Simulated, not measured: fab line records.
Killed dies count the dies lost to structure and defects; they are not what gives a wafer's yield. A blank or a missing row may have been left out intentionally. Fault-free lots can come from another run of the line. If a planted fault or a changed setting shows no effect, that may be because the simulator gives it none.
Matching of chambers || flow n5-finfet || N5_DUMMY_GATE_ETCH_29 on rie-diel-05 has 4 sister chambers
The step etches underlayer in N2/H2, target depth 13 nm. 4 wafers are shown with their chamber, then 8 later ones without.

EACH WAFER AND ITS CHAMBER
{"wafer": "L078.4", "chamber": 3, "showerhead-plenum-p-Torr (Torr)": 2.40}
{"wafer": "L082.6", "chamber": 0, "showerhead-plenum-p-Torr (Torr)": 2.45}
{"wafer": "L083.5", "chamber": 1, "showerhead-plenum-p-Torr (Torr)": 2.54}
{"wafer": "L089.2", "chamber": 2, "showerhead-plenum-p-Torr (Torr)": 2.58}

WAFERS WHOSE CHAMBER IS MISSING
{"wafer": "L089.3", "showerhead-plenum-p-Torr (Torr)": 2.44}
{"wafer": "L089.6", "showerhead-plenum-p-Torr (Torr)": 2.58}
{"wafer": "L093.1", "showerhead-plenum-p-Torr (Torr)": 2.58}
{"wafer": "L093.3", "showerhead-plenum-p-Torr (Torr)": 2.44}
{"wafer": "L093.4", "showerhead-plenum-p-Torr (Torr)": 2.53}
{"wafer": "L095.2", "showerhead-plenum-p-Torr (Torr)": 2.44}
{"wafer": "L095.3", "showerhead-plenum-p-Torr (Torr)": 2.53}
{"wafer": "L095.5", "showerhead-plenum-p-Torr (Torr)": 2.71}

CHAMBER TAKEN BY EACH
{"wafer": "L089.3", "from the rows above": "can't be placed: 0 or 3 or 1", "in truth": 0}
{"wafer": "L089.6", "from the rows above": "can't be placed: 2 or 1", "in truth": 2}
{"wafer": "L093.1", "from the rows above": "can't be placed: 2 or 1", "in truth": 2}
{"wafer": "L093.3", "from the rows above": "can't be placed: 0 or 3 or 1", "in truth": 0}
{"wafer": "L093.4", "from the rows above": "can't be placed: 1 or 2 or 0", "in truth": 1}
{"wafer": "L095.2", "from the rows above": "can't be placed: 0 or 3 or 1", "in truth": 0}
{"wafer": "L095.3", "from the rows above": "can't be placed: 1 or 2 or 0", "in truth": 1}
{"wafer": "L095.5", "from the rows above": "can't be placed: 2 or 1", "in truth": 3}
0 of 8 placed correctly. Cannot be placed on the basis of these rows: 8; the candidates contain the true chamber in 7. 0 placed wrongly.
How it was worked out, from the rows above alone: a wafer's distance from a chamber is the root of the sum, over the readings, of the square of ((its reading less the chamber's mean) divided by the reading's scatter). The wafer belongs to the nearest chamber; if the next one is less than 2 further off, it can't be placed. Each chamber's mean is taken over the wafers shown for it. The scatter (one wafer shown for each chamber): square how far every hidden wafer sits from the nearest shown wafer, average those squares and take the square root.
